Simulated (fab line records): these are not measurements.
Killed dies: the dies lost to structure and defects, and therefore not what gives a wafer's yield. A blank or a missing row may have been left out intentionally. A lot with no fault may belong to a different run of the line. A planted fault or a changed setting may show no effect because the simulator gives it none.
Which tool is to blame? | flow nandHarc | 69 wafers from 23 lots sampled at 6 of the route's 1302 steps

WHAT THE GAUGES READ, wafer by wafer
Not one reading of a measure or inspect step in the record can be checked against a usual standard deviation.

TOOL THAT RAN EACH LOT (tool first, then ch and the chambers of the sampled wafers, then the start)
lot  | NHARC_A_STAIRCASE_DEP_417       | NHARC_A_SGD_CUT_ETCH_59                      | NHARC_A_SGD_CUT_STRIP_28                     | NHARC_A_SLIT_ETCH_24              | NHARC_A_WL_FILL_ALD_02             | NHARC_A_WL_FILL_ALD_10
L074 | pecvd-04 ch 0,1, day 17 02:07   | rieDiel-03 ch 1,2,3, day 19 09:46 or earlier | rieDiel-01 ch 0,1,3, day 19 09:46 or earlier | rieDiel-05 ch 0,1,2, day 19 09:46 | aldMetal-01 ch 0,1,2, day 19 23:17 | aldHk-02 ch 0,2,3, day 20 06:29
L075 | pecvd-03 ch 0,1,2, day 17 16:58 | rieDiel-06 ch 0,3, day 20 07:12 or earlier   | rieDiel-03 ch 1,2,3, day 20 07:12 or earlier | rieDiel-05 ch 1,2, day 20 07:12   | aldMetal-03 ch 0,3, day 20 20:35   | aldHk-02 ch 0,1,3, day 21 06:28
L077 | pecvd-03 ch 0,1,2, day 18 13:47 | rieDiel-06 ch 0,2,3, day 20 20:23 or earlier | rieDiel-01 ch 0,1,2, day 20 20:23 or earlier | rieDiel-08 ch 0,1,2, day 20 20:23 | aldMetal-04 ch 0,2,3, day 21 09:35 | aldHk-03 ch 1,2,3, day 21 16:37
L076 | pecvd-04 ch 0,1, day 18 15:08   | rieDiel-06 ch 1,2,3, day 20 20:14 or earlier | rieDiel-06 ch 0,2,3, day 20 20:14 or earlier | rieDiel-05 ch 1,3, day 20 20:14   | aldMetal-03 ch 1,2,3, day 21 09:43 | aldHk-02 ch 0,1, day 21 16:06
L078 | pecvd-01 ch 0,1,2, day 19 01:17 | rieDiel-06 ch 0,3, day 21 10:05 or earlier   | rieDiel-03 ch 0,3, day 21 10:05 or earlier   | rieDiel-08 ch 0,1,3, day 21 10:05 | aldMetal-04 ch 0,1,2, day 21 23:51 | aldHk-03 ch 0,2,3, day 22 07:24
L079 | pecvd-03 ch 1,2, day 19 10:19   | rieDiel-01 ch 0,2, day 22 03:23 or earlier   | rieDiel-03 ch 0,1,3, day 22 03:23 or earlier | rieDiel-08 ch 0,2, day 22 03:23   | aldMetal-01 ch 1,2,3, day 22 16:52 | aldHk-04 ch 1,3, day 23 00:28
L080 | pecvd-01 ch 0,2, day 20 02:17   | rieDiel-06 ch 1,3, day 22 08:09 or earlier   | rieDiel-03 ch 0,2,3, day 22 08:09 or earlier | rieDiel-08 ch 0,1,3, day 22 08:09 | aldMetal-04 ch 0,3, day 22 21:41   | aldHk-02 ch 0,1,2, day 23 09:22
L081 | pecvd-01 ch 0,1,2, day 20 02:47 | rieDiel-03 ch 0,1,2, day 22 07:58 or earlier | rieDiel-06 ch 1,3, day 22 07:58 or earlier   | rieDiel-05 ch 1,2, day 22 07:58   | aldMetal-03 ch 0,1,2, day 22 21:31 | aldHk-04 ch 0,1,2, day 23 06:06
L083 | pecvd-01 ch 1,2, day 20 12:54   | rieDiel-03 ch 1,2,3, day 22 20:35 or earlier | rieDiel-06 ch 1,2, day 22 20:35 or earlier   | rieDiel-05 ch 0,2, day 22 20:35   | aldMetal-04 ch 0,2,3, day 23 09:47 | aldHk-03 ch 0,1,3, day 23 19:42
L082 | pecvd-01 ch 0,1,2, day 20 15:07 | rieDiel-06 ch 0,1, day 22 20:05 or earlier   | rieDiel-01 ch 2,3, day 22 20:05 or earlier   | rieDiel-07 ch 2,3, day 22 20:05   | aldMetal-01 ch 0,1, day 23 09:30   | aldHk-02 ch 0,2,3, day 23 20:11
L084 | pecvd-01 ch 0,1,2, day 21 06:32 | rieDiel-01 ch 0,2,3, day 23 14:31 or earlier | rieDiel-06 ch 2,3, day 23 14:31 or earlier   | rieDiel-05 ch 1,3, day 23 14:31   | aldMetal-03 ch 1,2, day 24 04:44   | aldHk-02 ch 0,1, day 24 14:25
L085 | pecvd-04 ch 1,2, day 21 13:26   | rieDiel-01 ch 0,3, day 23 22:00 or earlier   | rieDiel-01 ch 0,2,3, day 23 22:00 or earlier | rieDiel-07 ch 1,2,3, day 23 22:00 | aldMetal-03 ch 1,2, day 24 11:21   | aldHk-04 ch 2,3, day 24 21:20
L086 | pecvd-03 ch 0,1,2, day 22 07:28 | rieDiel-06 ch 2,3, day 24 20:28 or earlier   | rieDiel-06 ch 0,1,2, day 24 20:28 or earlier | rieDiel-08 ch 0,3, day 24 20:28   | aldMetal-03 ch 1,2, day 25 14:28   | aldHk-04 ch 0,2, day 25 21:28
L087 | pecvd-04 ch 1,2, day 22 21:40   | rieDiel-01 ch 1,2, day 25 09:04 or earlier   | rieDiel-01 ch 0,3, day 25 09:04 or earlier   | rieDiel-08 ch 0,2,3, day 25 09:04 | aldMetal-03 ch 0,2,3, day 25 23:04 | aldHk-02 ch 0,1,3, day 26 05:10
L088 | pecvd-03 ch 0,1,2, day 23 13:16 | rieDiel-06 ch 0,2,3, day 25 21:20 or earlier | rieDiel-06 ch 0,1,2, day 25 21:20 or earlier | rieDiel-05 ch 0,1,2, day 25 21:20 | aldMetal-03 ch 1,2,3, day 26 10:47 | aldHk-02 ch 0,1,2, day 26 20:04
L089 | pecvd-03 ch 1,2, day 23 14:49   | rieDiel-03 ch 1,3, day 25 21:30 or earlier   | rieDiel-01 ch 0,1,3, day 25 21:30 or earlier | rieDiel-07 ch 0,1,3, day 25 21:30 | aldMetal-04 ch 0,1,2, day 26 10:58 | aldHk-03 ch 0,2, day 26 20:04
L090 | pecvd-04 ch 0,1, day 23 22:50   | rieDiel-06 ch 1,2, day 26 07:28 or earlier   | rieDiel-03 ch 0,3, day 26 07:28 or earlier   | rieDiel-07 ch 0,1,3, day 26 07:28 | aldMetal-04 ch 0,2,3, day 26 23:01 | aldHk-02 ch 0,3, day 27 05:35
L092 | pecvd-03 ch 0,2, day 25 13:37   | rieDiel-01 ch 0,2,3, day 28 04:46 or earlier | rieDiel-01 ch 0,1,2, day 28 04:46 or earlier | rieDiel-05 ch 0,2, day 28 04:46   | aldMetal-01 ch 0,1,3, day 28 18:29 | aldHk-04 ch 2,3, day 29 01:49
L094 | pecvd-01 ch 0,1, day 25 18:46   | rieDiel-01 ch 0,2,3, day 28 08:26 or earlier | rieDiel-03 ch 0,1,2, day 28 08:26 or earlier | rieDiel-05 ch 0,2, day 28 08:26   | aldMetal-03 ch 0,1,3, day 29 02:01 | aldHk-03 ch 0,2, day 29 08:32
L093 | pecvd-04 ch 0,2, day 25 19:20   | rieDiel-06 ch 1,2,3, day 28 04:07 or earlier | rieDiel-06 ch 0,3, day 28 04:07 or earlier   | rieDiel-08 ch 0,2, day 28 04:07   | aldMetal-04 ch 0,3, day 28 18:19   | aldHk-02 ch 2,3, day 29 02:49
L095 | pecvd-01 ch 0,1,2, day 26 11:21 | rieDiel-03 ch 0,1,2, day 28 21:50 or earlier | rieDiel-03 ch 0,3, day 28 21:50 or earlier   | rieDiel-08 ch 1,2, day 28 21:50   | aldMetal-03 ch 0,1,2, day 29 11:20 | aldHk-03 ch 1,2, day 29 18:08
L096 | pecvd-03 ch 1,2, day 26 19:53   | rieDiel-03 ch 1,3, day 29 13:19 or earlier   | rieDiel-06 ch 1,2,3, day 29 13:19 or earlier | rieDiel-05 ch 0,2, day 29 13:19   | aldMetal-01 ch 0,1,3, day 30 02:46 | aldHk-04 ch 1,2, day 30 10:53
L097 | pecvd-04 ch 1,2, day 27 00:43   | rieDiel-01 ch 0,1, day 29 14:26 or earlier   | rieDiel-01 ch 0,1,3, day 29 14:26 or earlier | rieDiel-07 ch 0,2,3, day 29 14:26 | aldMetal-03 ch 2,3, day 30 08:02   | aldHk-04 ch 0,3, day 30 14:40
- NHARC_A_STAIRCASE_DEP_417: deposits Si3N4, target thk 60 nm.
- NHARC_A_SGD_CUT_ETCH_59: etches the open film in N2/H2, target depth 260 nm, time 406.25 s.
- NHARC_A_SGD_CUT_STRIP_28: strips in O2, time 20 s.
- NHARC_A_SLIT_ETCH_24: etches the open film in CF4/CHF3, target depth 121 nm, time 60.5 s.
- NHARC_A_WL_FILL_ALD_02: deposits TiN, target thk 2 nm, pulse time 3 s, ald cycles 100.
- NHARC_A_WL_FILL_ALD_10: deposits SiO2, target thk 50 nm, pulse time 10 s, ald cycles 500.

WHAT THE TOOLS THEMSELVES READ (means of the sampled wafers that have a number; where no wafer has one, the mark that the record gives instead)
NHARC_A_STAIRCASE_DEP_417. Usual: heaterPowerOuterW 433 W, standard deviation 93; heaterPowerW 705 W, standard deviation 100.
lot  | tool     | heaterPowerOuterW (W) | heaterPowerW (W) | flag
L074 | pecvd-04 | 470                   | 756              | 
L075 | pecvd-03 | 465                   | 739              | 
L077 | pecvd-03 | 454                   | 729              | 
L076 | pecvd-04 | 490                   | 778              | 
L078 | pecvd-01 | 431                   | 694              | 
L079 | pecvd-03 | 419                   | 680              | 
L080 | pecvd-01 | 444                   | 689              | 
L081 | pecvd-01 | 421                   | 678              | 
L083 | pecvd-01 | 378                   | 618              | 
L082 | pecvd-01 | 425                   | 689              | 
L084 | pecvd-01 | 432                   | 703              | 
L085 | pecvd-04 | 352                   | 644              | 
L086 | pecvd-03 | 433                   | 699              | 
L087 | pecvd-04 | 331                   | 618              | 
L088 | pecvd-03 | 484                   | 785              | 
L089 | pecvd-03 | 436                   | 712              | 
L090 | pecvd-04 | 401                   | 682              | 
L092 | pecvd-03 | 496                   | 774              | 
L094 | pecvd-01 | 423                   | 697              | 
L093 | pecvd-04 | 402                   | 678              | 
L095 | pecvd-01 | 396                   | 637              | 
L096 | pecvd-03 | 450                   | 725              | 
L097 | pecvd-04 | 326                   | 609              | 

NHARC_A_SGD_CUT_ETCH_59. Usual: drypumpMotorCurrentA 5.5 A, standard deviation 0.43; n2FlowSccm 150.1 sccm, standard deviation 0.44; oesProductAu 0.999 a.u., standard deviation 0.0093; rfVppV 431.1 V, standard deviation 2.9; showerheadPlenumPTorr 2.06 Torr, standard deviation 0.1; throttleValvePct 14.171 %, standard deviation 0.0085.
lot  | tool       | drypumpMotorCurrentA (A) | n2FlowSccm (sccm) | oesProductAu (a.u.) | rfVppV (V) | showerheadPlenumPTorr (Torr) | throttleValvePct (%) | flag
L074 | rieDiel-03 | 6.0                      | 149.8             | 1.013               | 432.9      | 2.09                         | 14.164               | 
L075 | rieDiel-06 | 5.5                      | 150.0             | 0.992               | 429.2      | 1.99                         | 14.154               | 
L077 | rieDiel-06 | 5.5                      | 150.0             | 0.990               | 431.4      | 2.05                         | 14.172               | 
L076 | rieDiel-06 | 5.6                      | 149.7             | 0.990               | 431.9      | 2.10                         | 14.176               | 
L078 | rieDiel-06 | 5.7                      | 150.3             | 0.993               | 429.7      | 2.00                         | 14.177               | 
L079 | rieDiel-01 | 5.7                      | 149.8             | 1.008               | 428.8      | 1.97                         | 14.173               | 
L080 | rieDiel-06 | 5.8                      | 150.3             | 1.004               | 431.3      | 2.07                         | 14.169               | 
L081 | rieDiel-03 | 5.7                      | 149.8             | 1.001               | 428.5      | 2.01                         | 14.168               | 
L083 | rieDiel-03 | 6.0                      | 150.3             | 1.001               | 432.5      | 2.09                         | 14.167               | 
L082 | rieDiel-06 | 5.6                      | 149.7             | 0.998               | 431.2      | 2.06                         | 14.176               | 
L084 | rieDiel-01 | 5.3                      | 150.3             | 0.991               | 430.6      | 2.06                         | 14.170               | 
L085 | rieDiel-01 | 5.2                      | 150.3             | 0.987               | 432.3      | 2.11                         | 14.170               | 
L086 | rieDiel-06 | 5.4                      | 149.7             | 0.990               | 432.4      | 2.12                         | 14.169               | 
L087 | rieDiel-01 | 5.2                      | 150.1             | 1.009               | 430.9      | 2.07                         | 14.178               | 
L088 | rieDiel-06 | 5.4                      | 150.2             | 1.002               | 431.0      | 2.05                         | 14.169               | 
L089 | rieDiel-03 | 6.1                      | 149.8             | 1.003               | 429.8      | 2.01                         | 14.163               | 
L090 | rieDiel-06 | 5.3                      | 150.0             | 1.000               | 433.8      | 2.15                         | 14.169               | 
L092 | rieDiel-01 | 5.3                      | 149.9             | 0.996               | 431.1      | 2.06                         | 14.173               | 
L094 | rieDiel-01 | 5.3                      | 150.1             | 0.994               | 431.3      | 2.06                         | 14.174               | 
L093 | rieDiel-06 | 5.6                      | 150.1             | 0.988               | 431.9      | 2.09                         | 14.180               | 
L095 | rieDiel-03 | 5.7                      | 150.0             | 1.000               | 430.0      | 2.00                         | 14.165               | 
L096 | rieDiel-03 | 6.1                      | 149.8             | 0.998               | 430.0      | 2.01                         | 14.172               | 
L097 | rieDiel-01 | 5.1                      | 150.5             | 1.000               | 433.5      | 2.11                         | 14.182               | 

NHARC_A_SGD_CUT_STRIP_28. Usual: drypumpMotorCurrentA 5.5 A, standard deviation 0.44; oesProductAu 0.998 a.u., standard deviation 0.0093; rfVppV 57.9 V, standard deviation 0.95; showerheadPlenumPTorr 3.57 Torr, standard deviation 0.16; throttleValvePct 17.038 %, standard deviation 0.0099.
lot  | tool       | drypumpMotorCurrentA (A) | oesProductAu (a.u.) | rfVppV (V) | showerheadPlenumPTorr (Torr) | throttleValvePct (%) | flag
L074 | rieDiel-01 | 5.1                      | 0.991               | 58.3       | 3.68                         | 17.031               | 
L075 | rieDiel-03 | 6.1                      | 1.009               | 58.2       | 3.60                         | 17.036               | 
L077 | rieDiel-01 | 5.4                      | 0.995               | 57.7       | 3.53                         | 17.039               | 
L076 | rieDiel-06 | 5.5                      | 1.007               | 58.1       | 3.55                         | 17.030               | 
L078 | rieDiel-03 | 5.8                      | 1.012               | 57.8       | 3.62                         | 17.040               | 
L079 | rieDiel-03 | 5.8                      | 1.001               | 57.5       | 3.49                         | 17.038               | 
L080 | rieDiel-03 | 5.7                      | 1.000               | 58.5       | 3.61                         | 17.041               | 
L081 | rieDiel-06 | 5.8                      | 0.993               | 57.5       | 3.57                         | 17.037               | 
L083 | rieDiel-06 | 5.3                      | 0.993               | 58.7       | 3.70                         | 17.048               | 
L082 | rieDiel-01 | 5.1                      | 1.002               | 57.9       | 3.63                         | 17.039               | 
L084 | rieDiel-06 | 5.7                      | 0.996               | 58.5       | 3.57                         | 17.034               | 
L085 | rieDiel-01 | 5.3                      | 1.002               | 57.4       | 3.56                         | 17.045               | 
L086 | rieDiel-06 | 5.4                      | 0.999               | 57.5       | 3.60                         | 17.041               | 
L087 | rieDiel-01 | 5.0                      | 1.001               | 58.3       | 3.71                         | 17.041               | 
L088 | rieDiel-06 | 5.4                      | 1.004               | 58.1       | 3.59                         | 17.041               | 
L089 | rieDiel-01 | 5.0                      | 0.998               | 58.4       | 3.68                         | 17.038               | 
L090 | rieDiel-03 | 5.4                      | 0.992               | 58.0       | 3.49                         | 17.038               | 
L092 | rieDiel-01 | 5.4                      | 0.994               | 57.7       | 3.52                         | 17.041               | 
L094 | rieDiel-03 | 5.7                      | 0.997               | 57.7       | 3.47                         | 17.030               | 
L093 | rieDiel-06 | 5.5                      | 1.002               | 57.5       | 3.45                         | 17.035               | 
L095 | rieDiel-03 | 5.8                      | 1.003               | 58.2       | 3.62                         | 17.044               | 
L096 | rieDiel-06 | 5.6                      | 0.984               | 58.7       | 3.61                         | 17.042               | 
L097 | rieDiel-01 | 5.0                      | 0.995               | 58.1       | 3.67                         | 17.036               | 

NHARC_A_SLIT_ETCH_24. Usual: drypumpMotorCurrentA 5.4 A, standard deviation 0.44; oesProductAu 0.961 a.u., standard deviation 0.017; rfVppV 370.0 V, standard deviation 2.6; showerheadPlenumPTorr 1.56 Torr, standard deviation 0.073; throttleValvePct 16.804 %, standard deviation 0.0087.
lot  | tool       | drypumpMotorCurrentA (A) | oesProductAu (a.u.) | rfVppV (V) | showerheadPlenumPTorr (Torr) | throttleValvePct (%) | flag
L074 | rieDiel-05 | 5.7                      | 0.944               | 369.2      | 1.53                         | 16.810               | 
L075 | rieDiel-05 | 6.0                      | 0.967               | 370.6      | 1.54                         | 16.803               | 
L077 | rieDiel-08 | 5.4                      | 0.957               | 368.8      | 1.52                         | 16.798               | 
L076 | rieDiel-05 | 5.2                      | 0.970               | 369.0      | 1.53                         | 16.803               | 
L078 | rieDiel-08 | 5.2                      | 0.978               | 368.7      | 1.52                         | 16.810               | 
L079 | rieDiel-08 | 5.7                      | 0.973               | 368.1      | 1.52                         | 16.806               | 
L080 | rieDiel-08 | 5.2                      | 0.966               | 368.3      | 1.52                         | 16.802               | 
L081 | rieDiel-05 | 6.0                      | 0.963               | 370.1      | 1.54                         | 16.797               | 
L083 | rieDiel-05 | 6.0                      | 0.964               | 371.0      | 1.56                         | 16.810               | 
L082 | rieDiel-07 | 5.7                      | 0.970               | 373.4      | 1.67                         | 16.813               | 
L084 | rieDiel-05 | 5.2                      | 0.962               | 368.5      | 1.53                         | 16.799               | 
L085 | rieDiel-07 | 5.4                      | 0.972               | 371.7      | 1.61                         | 16.806               | 
L086 | rieDiel-08 | 5.2                      | 0.973               | 370.8      | 1.56                         | 16.802               | 
L087 | rieDiel-08 | 5.4                      | 0.943               | 370.1      | 1.56                         | 16.800               | 
L088 | rieDiel-05 | 5.7                      | 0.960               | 368.0      | 1.53                         | 16.802               | 
L089 | rieDiel-07 | 5.3                      | 0.962               | 369.9      | 1.56                         | 16.812               | 
L090 | rieDiel-07 | 5.3                      | 0.960               | 369.9      | 1.56                         | 16.804               | 
L092 | rieDiel-05 | 5.8                      | 0.971               | 369.7      | 1.54                         | 16.802               | 
L094 | rieDiel-05 | 5.8                      | 0.960               | 368.9      | 1.54                         | 16.798               | 
L093 | rieDiel-08 | 5.7                      | 0.925               | 368.2      | 1.52                         | 16.797               | 
L095 | rieDiel-08 | 5.0                      | 0.943               | 368.4      | 1.52                         | 16.812               | 
L096 | rieDiel-05 | 6.0                      | 0.969               | 370.5      | 1.56                         | 16.803               | 
L097 | rieDiel-07 | 5.5                      | 0.960               | 372.9      | 1.61                         | 16.797               | 

NHARC_A_WL_FILL_ALD_02. Usual: heaterPowerOuterW 755 W, standard deviation 97; heaterPowerW 1197 W, standard deviation 190; precursorPulseHeightRel 0.999, standard deviation 0.021.
lot  | tool        | heaterPowerOuterW (W) | heaterPowerW (W) | precursorPulseHeightRel | flag
L074 | aldMetal-01 | 694                   | 1089             | 1.016                   | 
L075 | aldMetal-03 | 846                   | 1359             | 0.994                   | 
L077 | aldMetal-04 | 705                   | 1136             | 0.990                   | 
L076 | aldMetal-03 | 753                   | 1149             | 1.002                   | 
L078 | aldMetal-04 | 703                   | 1105             | 0.996                   | 
L079 | aldMetal-01 | 671                   | 1058             | 1.012                   | 
L080 | aldMetal-04 | 768                   | 1173             | 0.989                   | 
L081 | aldMetal-03 | 818                   | 1276             | 1.003                   | 
L083 | aldMetal-04 | 733                   | 1146             | 1.017                   | 
L082 | aldMetal-01 | 718                   | 1103             | 1.013                   | 
L084 | aldMetal-03 | 721                   | 1101             | 0.992                   | 
L085 | aldMetal-03 | 748                   | 1165             | 0.980                   | 
L086 | aldMetal-03 | 754                   | 1167             | 1.017                   | 
L087 | aldMetal-03 | 853                   | 1390             | 0.997                   | 
L088 | aldMetal-03 | 758                   | 1181             | 0.993                   | 
L089 | aldMetal-04 | 693                   | 1108             | 1.021                   | 
L090 | aldMetal-04 | 728                   | 1133             | 1.016                   | 
L092 | aldMetal-01 | 707                   | 1102             | 1.023                   | 
L094 | aldMetal-03 | 836                   | 1296             | 1.015                   | 
L093 | aldMetal-04 | 754                   | 1174             | 0.988                   | 
L095 | aldMetal-03 | 826                   | 1352             | 1.000                   | 
L096 | aldMetal-01 | 694                   | 1105             | 1.009                   | 
L097 | aldMetal-03 | 797                   | 1286             | 1.009                   | 

NHARC_A_WL_FILL_ALD_10. Usual: heaterPowerOuterW 260 W, standard deviation 28; heaterPowerW 466 W, standard deviation 39; precursorPulseHeightRel 1.000, standard deviation 0.019.
lot  | tool     | heaterPowerOuterW (W) | heaterPowerW (W) | precursorPulseHeightRel | flag
L074 | aldHk-02 | 272                   | 473              | 0.992                   | 
L075 | aldHk-02 | 244                   | 448              | 1.010                   | 
L077 | aldHk-03 | 260                   | 482              | 0.996                   | 
L076 | aldHk-02 | 241                   | 435              | 1.000                   | 
L078 | aldHk-03 | 261                   | 483              | 1.006                   | 
L079 | aldHk-04 | 242                   | 440              | 0.997                   | 
L080 | aldHk-02 | 267                   | 467              | 1.009                   | 
L081 | aldHk-04 | 256                   | 448              | 0.987                   | 
L083 | aldHk-03 | 267                   | 495              | 0.983                   | 
L082 | aldHk-02 | 277                   | 489              | 1.014                   | 
L084 | aldHk-02 | 237                   | 434              | 1.005                   | 
L085 | aldHk-04 | 243                   | 449              | 1.000                   | 
L086 | aldHk-04 | 270                   | 474              | 1.009                   | 
L087 | aldHk-02 | 248                   | 457              | 0.993                   | 
L088 | aldHk-02 | 264                   | 469              | 1.008                   | 
L089 | aldHk-03 | 239                   | 434              | 1.009                   | 
L090 | aldHk-02 | 266                   | 484              | 1.024                   | 
L092 | aldHk-04 | 246                   | 451              | 0.993                   | 
L094 | aldHk-03 | 243                   | 451              | 0.988                   | 
L093 | aldHk-02 | 298                   | 501              | 1.003                   | 
L095 | aldHk-03 | 240                   | 443              | 1.011                   | 
L096 | aldHk-04 | 240                   | 444              | 1.004                   | 
L097 | aldHk-04 | 272                   | 475              | 1.008                   | 

THE ANSWER, worked out from the rows above alone
Rule: lot off if the mean of its wafers having a number is beyond 3 standard deviations from the usual mean. A lot without any number at a reading at which 4 lots or more have one is off too. Any other lot the step has rows for is counted as sound. Order of review: gauges by route order, followed by the tools' own readings, for which a lot's mean as printed above is used. The first step at which some lot is off is used, and at that step the reading that is off furthest; a lot without a number counts as furthest.
Nothing can be told from this: no lot is off at any reading shown.

WHAT THE SIMULATOR HAD INSERTED
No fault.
